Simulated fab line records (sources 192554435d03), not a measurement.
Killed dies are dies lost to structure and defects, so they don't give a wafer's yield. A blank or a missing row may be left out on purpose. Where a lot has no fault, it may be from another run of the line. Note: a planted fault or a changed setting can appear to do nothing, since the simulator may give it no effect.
fab line records | flow n5-finfet
record lots=24 wafers=72 last-day=19
route steps=1938 shown BEOL_M5@1188 BEOL_M6@1197
lots untouched by any fault: they come from a run of this same line in which no faults occurred
start-h: hours from the record's first day to the start of the lot's first wafer shown | wait-h: how many hours have passed since the lot's step before this one | " unchanged from the row above | L1.1+2: several wafers, shown together as one row | - no value, or no start given | * or withheld: withheld | < > ~ a bound
route shown NAME@n: a module of which the file shows steps, and the number in the route of the first | usual: mean and standard deviation over wafers with no fault | same: alike in all rows | chamber/n: place in a boat | sites: readings site by site | _std_site: standard deviation across them | _edge_site: the outer-site mean with the inner-site mean subtracted | radius-mm: how far each site lies from the wafer's centre | mask NAME#n: copy n | behind: the most recent tool/chamber to have shaped the wafer | hold: what put the lot on hold/how long, in hours/how the hold closed | device: transistor that didn't switch, given as n, p or np | end of line: the tests these same wafers got at the end of their route | where a step has no rows: the recipe by itself | killed: not the wafer's yield, but the dies lost to structure and defects at the first sort | map: a wafer's dies, marking killed ones x, the rest . and places with no die _
set.NAME: the run value of the setting; set.NAME@STEP: its run value at that earlier step | model.NAME: the simulator's own value behind a step, which no gauge read
one table for each step of the route and one row for each wafer, over a sample of lots
services: the hour from which a tool's chamber was out of use, counted from the record's first day as start-h (under 0 if before that day), plus the number of hours and why
## steps
# step N5_BEOL_M5_PRE_CLEAN_77
# recipe gas=NH3/H2 time-s=15 temp-c=* rf-power-w=300
# usual heater-power-w=87/15
# same time-s=15
# columns lot.wafer tool chamber start-h wait-h heater-power-w
L074.2 cvd-co-02 2 172.74 0.0 90
L074.3 " 1 " " 72
L074.4 " 0 " " 94
L076.2 cvd-co-02 0 178.43 0.1 91
L076.3 " 2 " " 91
L076.5 " 1 " " 73
L075.4 cvd-co-02 1 188.44 0.2 71
L075.5 " 2 " " 88
L075.6 " 0 " " 93
L077.4 cvd-co-01 1 202.65 0.1 74
L077.5 " 0 " " 119
L077.6 " 2 " " 76
L078.1 cvd-co-02 1 212.90 0.0 73
L078.3 " 0 " " 93
L078.4 " 2 " " 88
L079.2 cvd-co-02 0 222.60 0.0 95
L079.5 " 2 " " 88
L079.6 " 0 " " 93
L080.2 cvd-co-01 0 228.04 0.0 118
L080.3 " 1 " " 76
L080.6 " 0 " " 120
L083.2 cvd-co-02 1 238.50 0.0 72
L083.3 " 2 " " 89
L083.6 " 2 " " 88
L082.2 cvd-co-02 2 248.02 0.0 89
L082.4 " 0 " " 93
L082.5 " 1 " " 71
L081.3 cvd-co-02 1 248.36 0.0 70
L081.5 " 2 " " 89
L081.6 " 0 " " 93
L084.2 cvd-co-02 0 258.85 0.0 90
L084.3 " 1 " " 71
L084.4 " 0 " " 95
L085.1 cvd-co-01 2 269.61 0.0 76
L085.2 " 0 " " 120
L085.3 " 1 " " 74
L086.4 cvd-co-02 0 274.76 0.1 91
L086.5 " 2 " " 90
L086.6 " 1 " " 72
L089.3 cvd-co-01 2 278.84 0.0 77
L089.4 " 0 " " 118
L089.5 " 1 " " 75
L087.2 cvd-co-01 0 283.05 0.0 118
L087.4 " 2 " " 80
L087.5 " 1 " " 75
L088.2 cvd-co-01 2 287.32 0.0 80
L088.3 " 1 " " 74
L088.5 " 1 " " 75
L090.2 cvd-co-02 0 291.75 0.0 94
L090.3 " 1 " " 73
L090.4 " 1 " " 73
L092.2 cvd-co-02 1 295.19 0.0 73
L092.5 " 1 " " 69
L092.6 " 0 " " 95
L093.1 cvd-co-01 1 298.55 0.0 75
L093.3 " 2 " " 75
L093.6 " 2 " " 78
L091.1 cvd-co-02 2 304.22 0.2 90
L091.3 " 1 " " 71
L091.6 " 1 " " 74
L094.1 cvd-co-01 2 316.73 0.0 76
L094.2 " 1 " " 74
L094.3 " 0 " " 122
L095.2 cvd-co-01 0 320.06 0.0 119
L095.3 " 2 " " 77
L095.6 " 0 " " 116
L097.1 cvd-co-02 0 334.25 0.1 93
L097.3 " 2 " " 91
L097.6 " 0 " " 96
L096.4 cvd-co-02 2 342.93 0.1 88
L096.5 " 2 " " 91
L096.6 " 0 " " 94
# step N5_BEOL_M6_PECVD_70
# recipe material=SiO2 target-thk-a=200 temp-c=400 precursor=TEOS/O2 pressure-torr=5.5 rf-w=450 teos-flow-sccm=53.8 gas=O2 flow-sccm=3000 time-s=22.7
# usual chamber-pressure-Torr=5.499/0.011 heater-power-w=713/120 showerhead-plenum-p-Torr=8.78/0.059 throttle-valve-pct=22.6/0.96
# same time-s=22.7
# columns lot.wafer tool chamber start-h wait-h chamber-pressure-Torr heater-power-w showerhead-plenum-p-Torr throttle-valve-pct
L074.2 pecvd-02 1 173.64 0.0 5.520 732 8.76 23.3
L074.3 " 2 " " 5.510 537 8.65 21.9
L074.4 " 0 " " 5.511 669 8.79 21.4
L076.2 pecvd-04 2 179.33 0.0 5.510 770 8.78 21.6
L076.3 " 1 " " 5.483 574 8.85 23.1
L076.5 " 1 " " 5.494 594 8.83 23.1
L075.4 pecvd-03 0 189.72 0.1 5.513 536 8.75 25.0
L075.5 " 1 " " 5.491 762 8.80 23.2
L075.6 " 2 " " 5.498 852 8.79 21.7
L077.4 pecvd-03 0 203.58 0.1 5.511 597 8.72 25.1
L077.5 " 0 " " 5.511 612 8.74 25.1
L077.6 " 2 " " 5.498 813 8.79 21.6
L078.1 pecvd-04 1 214.32 0.0 5.496 642 8.82 23.1
L078.3 " 0 " " 5.473 843 8.85 22.5
L078.4 " 0 " " 5.510 843 8.86 22.4
L079.2 pecvd-04 2 223.55 0.0 5.495 732 8.76 21.6
L079.5 " 0 " " 5.493 801 8.84 22.5
L079.6 " 1 " " 5.508 588 8.82 22.8
L080.2 pecvd-04 2 228.98 0.0 5.511 754 8.77 21.8
L080.3 " 1 " " 5.500 685 8.83 23.1
L080.6 " 1 " " 5.485 683 8.83 23.1
L083.2 pecvd-04 0 239.40 0.0 5.505 903 8.86 22.3
L083.3 " 2 " " 5.492 710 8.76 22.0
L083.6 " 0 " " 5.492 953 8.84 22.2
L082.2 pecvd-04 0 248.92 0.0 5.493 811 8.84 22.4
L082.4 " 2 " " 5.475 743 8.76 22.0
L082.5 " 0 " " 5.485 820 8.86 22.3
L081.3 pecvd-03 1 249.26 0.0 5.489 796 8.80 23.0
L081.5 " 0 " " 5.511 673 8.74 25.0
L081.6 " 1 " " 5.504 814 8.79 23.0
L084.2 pecvd-02 2 259.75 0.0 5.491 550 8.64 21.5
L084.3 " 0 " " 5.512 678 8.79 21.9
L084.4 " 2 " " 5.513 558 8.62 21.7
L085.1 pecvd-04 1 270.51 0.0 5.515 681 8.84 23.3
L085.2 " 0 " " 5.498 935 8.83 22.4
L085.3 " 2 " " 5.482 635 8.76 21.9
L086.4 pecvd-02 1 275.70 0.1 5.497 722 8.74 23.2
L086.5 " 2 " " 5.487 444 8.64 21.6
L086.6 " 0 " " 5.473 609 8.79 21.7
L089.3 pecvd-03 2 279.74 0.0 5.515 941 8.78 21.7
L089.4 " 2 " " 5.491 915 8.77 21.4
L089.5 " 0 " " 5.505 647 8.75 24.8
L087.2 pecvd-02 0 283.95 0.0 5.520 668 8.80 21.5
L087.4 " 2 " " 5.502 479 8.65 21.4
L087.5 " 0 " " 5.512 668 8.80 22.0
L088.2 pecvd-02 2 288.26 0.0 5.492 564 8.64 21.7
L088.3 " 0 " " 5.511 634 8.80 21.9
L088.5 " 2 " " 5.516 546 8.62 21.6
L090.2 pecvd-02 1 292.68 0.0 5.509 658 8.76 23.5
L090.3 " 0 " " 5.506 555 8.81 21.6
L090.4 " 0 " " 5.495 563 8.82 21.8
L092.2 pecvd-04 0 296.11 0.0 5.503 928 8.86 22.4
L092.5 " 1 " " 5.498 686 8.84 23.1
L092.6 " 2 " " 5.499 719 8.77 22.1
L093.1 pecvd-03 1 299.45 0.0 5.492 719 8.77 23.1
L093.3 " 0 " " 5.494 556 8.74 24.8
L093.6 " 2 " " 5.505 924 8.79 21.9
L091.1 pecvd-02 1 305.13 0.0 5.497 622 8.76 23.3
L091.3 " 0 " " 5.501 650 8.81 21.8
L091.6 " 2 " " 5.502 503 8.65 21.3
L094.1 pecvd-04 0 317.63 0.0 5.498 905 8.81 22.5
L094.2 " 2 " " 5.501 656 8.76 22.0
L094.3 " 1 " " 5.489 704 8.82 23.1
L095.2 pecvd-03 2 320.97 0.0 5.498 919 8.79 21.9
L095.3 " 1 " " 5.477 765 8.79 23.3
L095.6 " 1 " " 5.490 763 8.80 23.3
L097.1 pecvd-04 1 335.21 0.0 5.516 646 8.82 23.3
L097.3 " 0 " " 5.510 855 8.85 22.4
L097.6 " 1 " " 5.496 676 8.84 23.1
L096.4 pecvd-04 2 343.89 0.1 5.502 711 8.77 22.3
L096.5 " 0 " " 5.503 866 8.83 22.8
L096.6 " 1 " " 5.504 652 8.86 23.3
# step N5_BEOL_M6_OVL_MEAS_12
# recipe points-per-wafer=44
# usual M6_OVL=0.3/0.69
# columns lot.wafer tool chamber start-h wait-h M6_OVL[nm]
L074.2 overlay-01 0 176.37 0.0 0.1
L074.3 " 0 " " 0.0
L074.4 " 0 " " -0.4
L076.2 overlay-02 0 181.20 0.0 -0.4
L076.3 " 0 " " 0.6
L076.5 " 0 " " 0.1
L075.4 overlay-02 0 191.62 0.0 1.0
L075.5 " 0 " " 1.5
L075.6 " 0 " " 1.5
L077.4 overlay-01 0 204.68 0.0 0.8
L077.5 " 0 " " -0.6
L077.6 " 0 " " 0.0
L078.1 overlay-02 0 215.92 0.0 1.1
L078.3 " 0 " " 0.6
L078.4 " 0 " " 0.3
L079.2 overlay-01 0 225.68 0.0 -0.9
L079.5 " 0 " " -0.7
L079.6 " 0 " " -0.4
L080.2 overlay-02 0 229.70 0.0 1.0
L080.3 " 0 " " 1.1
L080.6 " 0 " " 0.7
L083.2 overlay-01 0 240.28 0.0 0.7
L083.3 " 0 " " 0.5
L083.6 " 0 " " -0.4
L082.2 overlay-02 0 250.17 0.0 0.3
L082.4 " 0 " " -0.1
L082.5 " 0 " " -0.3
L081.3 overlay-02 0 250.34 0.0 0.0
L081.5 " 0 " " -0.8
L081.6 " 0 " " 0.9
L084.2 overlay-01 0 261.67 0.0 -0.5
L084.3 " 0 " " -0.2
L084.4 " 0 " " 0.8
L085.1 overlay-01 0 272.67 0.0 1.8
L085.2 " 0 " " 0.5
L085.3 " 0 " " -0.3
L086.4 overlay-02 0 277.04 0.0 0.2
L086.5 " 0 " " 0.1
L086.6 " 0 " " 0.2
L089.3 overlay-01 0 280.89 0.0 -0.4
L089.4 " 0 " " 0.5
L089.5 " 0 " " 0.7
L087.2 overlay-02 0 285.56 0.0 0.1
L087.4 " 0 " " 0.4
L087.5 " 0 " " 0.3
L088.2 overlay-02 0 289.05 0.0 0.8
L088.3 " 0 " " 0.6
L088.5 " 0 " " 0.6
L090.2 overlay-01 0 293.92 0.0 0.3
L090.3 " 0 " " 0.2
L090.4 " 0 " " 0.4
L092.2 overlay-02 0 298.02 0.0 -0.3
L092.5 " 0 " " -0.9
L092.6 " 0 " " -0.5
L093.1 overlay-02 0 302.58 0.0 1.8
L093.3 " 0 " " 1.5
L093.6 " 0 " " 0.6
L091.1 overlay-01 0 306.84 0.0 -1.3
L091.3 " 0 " " -1.3
L091.6 " 0 " " 0.3
L094.1 overlay-02 0 318.91 0.0 -0.3
L094.2 " 0 " " -0.2
L094.3 " 0 " " -0.1
L095.2 overlay-01 0 322.76 0.0 0.8
L095.3 " 0 " " 0.5
L095.6 " 0 " " -0.3
L097.1 overlay-02 0 336.49 0.0 1.5
L097.3 " 0 " " 1.0
L097.6 " 0 " " 0.4
L096.4 overlay-01 0 346.72 0.0 0.5
L096.5 " 0 " " 0.7
L096.6 " 0 " " 1.3
# step N5_BEOL_M6_DESCUM_16
# recipe chemistry=O2 time-s=7.9 source-power-w=50 bias-power-w=20 pressure-mtorr=20 rf-frequency-hz=2.712e+07 temp-c=40 resist=CAR-ArF o2-flow-sccm=225
# usual drypump-motor-current-A=5.5/0.35 oes-product-au=0.81/0.083 rf-vpp-V=243.4/1.1 showerhead-plenum-p-Torr=2.11/0.054 temp-c=40.01/0.11 throttle-valve-pct=20.45/0.15
# same time-s=7.9
# columns lot.wafer tool chamber start-h wait-h drypump-motor-current-A oes-product-au rf-hours-counter-h rf-vpp-V showerhead-plenum-p-Torr temp-c throttle-valve-pct
L074.2 rie-diel-02 1 176.43 0.0 4.7 0.82 93 242.9 2.11 40.13 20.63
L074.3 " 2 " " 5.5 0.72 180 242.5 2.09 40.09 20.39
L074.4 " 3 " " 5.1 0.73 173 245.0 2.16 40.12 20.31
L076.2 rie-diel-01 1 181.26 0.0 5.9 0.68 220 244.4 2.15 40.04 20.42
L076.3 " 3 " " 5.7 0.88 41 242.1 2.04 40.11 20.26
L076.5 " 3 " " 5.7 0.88 - 242.0 2.04 40.17 20.26
L075.4 rie-diel-02 3 192.12 0.5 5.1 0.73 179 244.6 2.16 39.99 20.33
L075.5 " 2 " " 5.5 0.72 - 243.6 2.08 39.82 20.40
L075.6 " 3 " " 5.1 0.73 - 243.8 2.16 40.08 20.31
L077.4 rie-diel-01 2 205.00 0.3 6.1 0.85 - 243.1 2.22 39.88 20.29
L077.5 " 3 " " 5.7 0.86 - 242.5 2.04 40.02 20.27
L077.6 " 1 " " 5.9 0.67 - 244.4 2.14 39.99 20.44
L078.1 rie-diel-01 3 215.98 0.0 5.7 0.87 54 242.2 2.04 39.78 20.28
L078.3 " 0 " " 5.3 0.85 71 244.1 2.20 39.96 20.20
L078.4 " 2 " " 6.1 0.86 64 245.9 2.22 39.87 20.30
L079.2 rie-diel-02 0 225.74 0.0 5.7 0.68 238 243.6 2.15 39.89 20.91
L079.5 " 0 " " 5.7 0.68 - 243.6 2.15 39.77 20.88
L079.6 " 3 " " 5.1 0.72 - 244.6 2.16 39.71 20.34
L080.2 rie-diel-04 0 229.76 0.0 5.8 0.69 236 241.7 2.07 40.00 20.63
L080.3 " 3 " " 5.6 0.84 68 243.2 2.13 39.78 20.49
L080.6 " 0 " " 5.8 0.69 - 242.0 2.07 40.01 20.63
L083.2 rie-diel-04 2 240.98 0.7 5.4 0.82 88 243.0 2.12 40.15 20.49
L083.3 " 1 " " 5.4 0.87 48 242.6 2.04 40.05 20.38
L083.6 " 0 " " 5.7 0.70 - 242.9 2.06 40.02 20.64
L082.2 rie-diel-04 2 250.23 0.0 5.4 0.83 91 244.3 2.12 40.25 20.51
L082.4 " 3 " " 5.6 0.83 75 243.8 2.12 40.12 20.48
L082.5 " 2 " " 5.4 0.83 - 243.2 2.12 40.03 20.49
L081.3 rie-diel-04 1 250.49 0.1 5.5 0.87 52 241.3 2.04 39.95 20.38
L081.5 " 0 " " 5.7 0.70 - 241.9 2.06 39.82 20.65
L081.6 " 1 " " 5.4 0.86 - 243.3 2.04 40.08 20.39
L084.2 rie-diel-01 2 261.73 0.0 6.1 0.83 75 244.1 2.22 39.94 20.30
L084.3 " 1 " " 5.9 0.66 244 243.2 2.14 40.16 20.46
L084.4 " 1 " " 5.9 0.66 - 243.0 2.14 40.06 20.46
L085.1 rie-diel-04 2 272.73 0.0 5.4 0.82 100 243.3 2.12 39.79 20.52
L085.2 " 3 " " 5.6 0.83 85 243.4 2.12 40.15 20.49
L085.3 " 1 " " 5.4 0.85 61 242.3 2.04 39.93 20.42
L086.4 rie-diel-04 3 277.12 0.0 5.6 0.82 - 242.7 2.12 39.96 20.48
L086.5 " 2 " " 5.4 0.82 - 243.8 2.12 40.07 20.53
L086.6 " 1 " " 5.4 0.85 - 242.7 2.04 40.16 20.41
L089.3 rie-diel-02 1 280.95 0.0 4.7 0.79 130 245.1 2.10 40.09 20.69
L089.4 " 3 " " 5.1 0.70 211 244.2 2.15 39.98 20.36
L089.5 " 2 " " 5.5 0.70 - 243.1 2.07 40.24 20.44
L087.2 rie-diel-04 0 285.68 0.1 5.7 1.00 2 242.6 2.06 39.79 20.25
L087.4 " 2 " " 5.5 0.82 104 243.3 2.12 40.07 20.51
L087.5 " 2 " " 5.4 0.82 - 244.1 2.12 40.06 20.53
L088.2 rie-diel-04 3 289.11 0.0 5.6 0.82 90 243.7 2.12 40.04 20.49
L088.3 " 0 " " 5.7 1.00 3 243.1 2.06 39.91 20.25
L088.5 " 0 " " 5.8 0.99 - 243.6 2.06 39.89 20.24
L090.2 rie-diel-01 2 293.98 0.0 6.0 0.82 88 245.0 2.21 39.99 20.33
L090.3 " 3 " " 5.7 0.83 78 242.8 2.03 40.01 20.31
L090.4 " 2 " " 6.1 0.82 - 245.2 2.21 39.92 20.34
L092.2 rie-diel-02 1 298.08 0.0 4.7 0.78 137 243.7 2.09 40.10 20.71
L092.5 " 1 " " 4.7 0.78 - 244.4 2.10 39.92 20.67
L092.6 " 0 " " 5.6 0.95 - 244.1 2.14 40.06 20.53
L093.1 rie-diel-04 3 302.64 0.0 5.6 0.82 93 243.3 2.12 39.80 20.49
L093.3 " 1 " " 5.4 0.84 70 242.9 2.04 40.12 20.42
L093.6 " 1 " " 5.4 0.84 - 243.2 2.04 39.95 20.42
L091.1 rie-diel-02 3 306.90 0.0 5.1 0.69 223 244.7 2.15 40.10 20.39
L091.3 " 1 " " 4.7 0.77 141 241.6 2.09 40.04 20.71
L091.6 " 0 " " 5.7 0.93 - 243.0 2.14 40.06 20.55
L094.1 rie-diel-02 1 319.14 0.2 4.7 0.77 146 242.6 2.09 40.15 20.72
L094.2 " 0 " " 5.7 0.92 17 244.5 2.14 40.01 20.55
L094.3 " 3 " " 5.1 0.70 228 244.9 2.15 39.87 20.40
L095.2 rie-diel-01 0 322.82 0.0 5.2 0.81 103 244.2 2.19 39.99 20.23
L095.3 " 3 " " 5.7 0.82 87 241.8 2.03 40.06 20.34
L095.6 " 0 " " 5.3 0.81 - 245.9 2.19 39.91 20.26
L097.1 rie-diel-02 3 336.54 0.0 5.1 0.69 234 243.0 2.14 39.91 20.41
L097.3 " 2 " " 5.5 0.69 231 243.4 2.07 39.95 20.48
L097.6 " 1 " " 4.7 0.77 - 243.7 2.09 39.88 20.72
L096.4 rie-diel-04 3 346.83 0.1 5.6 0.78 111 241.9 2.11 39.93 20.53
L096.5 " 1 " " 5.4 0.82 - 243.0 2.03 40.17 20.44
L096.6 " 2 " " 5.4 0.78 - 244.2 2.11 39.89 20.55
# step N5_BEOL_M6_CD_MEAS_35
# recipe target-cd-nm=40 target-cd-y-nm=28 polarity=opening
# usual cd-nm=39.9/0.47
# columns lot.wafer tool chamber start-h wait-h cd-nm
L074.2 cd-sem-01 - 178.22 0.0 40.4
L074.3 " - " " 40.1
L074.4 " - " " 39.8
L076.2 cd-sem-01 - 184.46 0.0 40.5
L076.3 " - " " 40.1
L076.5 " - " " 40.0
L075.4 cd-sem-03 - 196.89 0.0 40.0
L075.5 " - " " 40.3
L075.6 " - " " 39.7
L077.4 cd-sem-03 - 207.32 0.0 40.0
L077.5 " - " " 40.1
L077.6 " - " " 40.6
L078.1 cd-sem-01 - 217.95 0.0 40.3
L078.3 " - " " 40.5
L078.4 " - " " 40.1
L079.2 cd-sem-02 - 227.89 0.0 40.4
L079.5 " - " " 40.0
L079.6 " - " " 39.9
L080.2 cd-sem-02 - 232.99 0.0 38.4
L080.3 " - " " 39.7
L080.6 " - " " 39.3
L083.2 cd-sem-03 - 242.86 0.0 39.0
L083.3 " - " " 39.6
L083.6 " - " " 39.4
L081.3 cd-sem-01 - 254.29 0.0 40.2
L081.5 " - " " 40.3
L081.6 " - " " 40.9
L082.2 cd-sem-03 - 254.81 0.0 39.7
L082.4 " - " " 39.2
L082.5 " - " " 39.6
L084.2 cd-sem-02 - 264.79 0.0 39.6
L084.3 " - " " 39.8
L084.4 " - " " 39.7
L085.1 cd-sem-02 - 276.26 0.0 39.1
L085.2 " - " " 38.7
L085.3 " - " " 39.8
L086.4 cd-sem-02 - 280.66 0.0 39.4
L086.5 " - " " 39.8
L086.6 " - " " 40.1
L089.3 cd-sem-02 - 282.65 0.0 39.6
L089.4 " - " " 39.7
L089.5 " - " " 39.4
L087.2 cd-sem-02 - 288.74 0.0 39.7
L087.4 " - " " 41.0
L087.5 " - " " 40.4
L088.2 cd-sem-02 - 291.73 0.0 39.4
L088.3 " - " " 40.2
L088.5 " - " " 39.9
L090.2 cd-sem-02 - 297.61 0.0 40.8
L090.3 " - " " 39.8
L090.4 " - " " 40.7
L092.2 cd-sem-02 - 302.88 0.0 39.1
L092.5 " - " " 40.3
L092.6 " - " " 40.5
L093.1 cd-sem-03 - 305.93 0.0 40.0
L093.3 " - " " 39.2
L093.6 " - " " 39.8
L091.1 cd-sem-01 - 310.31 0.0 40.0
L091.3 " - " " 39.5
L091.6 " - " " 40.2
L094.1 cd-sem-02 - 321.71 0.0 39.3
L094.2 " - " " 39.8
L094.3 " - " " 39.1
L095.2 cd-sem-02 - 325.25 0.0 40.0
L095.3 " - " " 39.5
L095.6 " - " " 39.3
L097.1 cd-sem-01 - 338.20 0.0 39.5
L097.3 " - " " 39.9
L097.6 " - " " 39.8
L096.4 cd-sem-01 - 350.13 0.0 40.0
L096.5 " - " " 40.2
L096.6 " - " " 39.6
# step N5_BEOL_M6_PRE_CLEAN_45
# recipe gas=H2/He time-s=30 temp-c=250
# usual heater-power-w=321/38
# same time-s=30
# columns lot.wafer tool chamber start-h wait-h heater-power-w
L074.2 pvd-sputter-01 - 179.09 0.0 338
L074.3 " - " " 248
L074.4 " - " " 328
L076.2 pvd-sputter-01 - 186.45 0.0 248
L076.3 " - " " 329
L076.5 " - " " 339
L075.4 pvd-sputter-01 - 198.81 0.0 251
L075.5 " - " " 251
L075.6 " - " " 332
L077.4 pvd-sputter-01 - 209.97 0.0 249
L077.5 " - " " 252
L077.6 " - " " 336
L078.1 pvd-sputter-02 - 218.79 0.0 347
L078.3 " - " " 327
L078.4 " - " " 341
L079.2 pvd-sputter-02 - 228.67 0.0 343
L079.5 " - " " 333
L079.6 " - " " 353
L080.2 pvd-sputter-01 - 234.17 0.0 348
L080.3 " - " " 324
L080.6 " - " " 346
L083.2 pvd-sputter-02 - 247.64 0.0 357
L083.3 " - " " 343
L083.6 " - " " 348
L081.3 pvd-sputter-03 - 254.83 0.0 315
L081.5 " - " " 360
L081.6 " - " " 343
L082.2 pvd-sputter-02 - 256.50 0.0 332
L082.4 " - " " 340
L082.5 " - " " 351
L084.2 pvd-sputter-02 - 267.06 0.0 351
L084.3 " - " " 242
L084.4 " - " " 323
L085.1 pvd-sputter-01 - 276.93 0.0 251
L085.2 " - " " 337
L085.3 " - " " 345
L086.4 pvd-sputter-02 - 281.51 0.0 352
L086.5 " - " " 235
L086.6 " - " " 336
L089.3 pvd-sputter-03 - 283.35 0.0 334
L089.4 " - " " 311
L089.5 " - " " 318
L087.2 pvd-sputter-01 - 289.41 0.0 334
L087.4 " - " " 252
L087.5 " - " " 325
L088.2 pvd-sputter-01 - 292.37 0.0 329
L088.3 " - " " 336
L088.5 " - " " 323
L090.2 pvd-sputter-02 - 298.03 0.0 355
L090.3 " - " " 246
L090.4 " - " " 333
L092.2 pvd-sputter-02 - 303.46 0.0 342
L092.5 " - " " 333
L092.6 " - " " 328
L093.1 pvd-sputter-03 - 306.56 0.0 343
L093.3 " - " " 355
L093.6 " - " " 359
L091.1 pvd-sputter-03 - 310.89 0.0 330
L091.3 " - " " 314
L091.6 " - " " 332
L094.1 pvd-sputter-02 - 322.49 0.0 339
L094.2 " - " " 344
L094.3 " - " " 243
L095.2 pvd-sputter-02 - 325.86 0.0 356
L095.3 " - " " 336
L095.6 " - " " 351
L097.1 pvd-sputter-01 - 339.10 0.0 336
L097.3 " - " " 255
L097.6 " - " " 344
L096.4 pvd-sputter-03 - 350.90 0.0 321
L096.5 " - " " 358
L096.6 " - " " 311
## services
# columns tool chamber start-h hours kind
pecvd-04 - 158.24 2.8 pm
rie-diel-02 - 159.50 1.4 repair
rie-diel-01 0 183.85 7.7 repair
pecvd-04 - 184.15 6.0 pm
cvd-co-02 - 185.61 0.4 repair
rie-diel-02 3 195.74 3.8 repair
cvd-co-02 2 198.84 5.5 repair
rie-diel-04 1 207.48 14.3 repair
rie-diel-04 - 209.64 0.6 repair
pecvd-03 1 210.96 3.6 repair
cvd-co-01 - 216.40 0.4 repair
rie-diel-04 0 217.81 6.3 repair
rie-diel-02 2 227.15 4.2 repair
rie-diel-01 - 238.63 15.6 pm
cvd-co-01 - 247.49 6.9 pm
rie-diel-02 2 252.28 2.4 repair
pecvd-03 - 258.24 0.9 repair
rie-diel-01 0 259.64 4.1 repair
rie-diel-02 - 260.12 2.8 pm
pecvd-03 2 284.98 11.5 repair
pecvd-04 - 288.27 0.8 pm
rie-diel-04 - 297.70 2.8 pm
pecvd-02 - 307.65 14.6 pm
pecvd-04 0 319.67 12.2 repair
## key
fault none
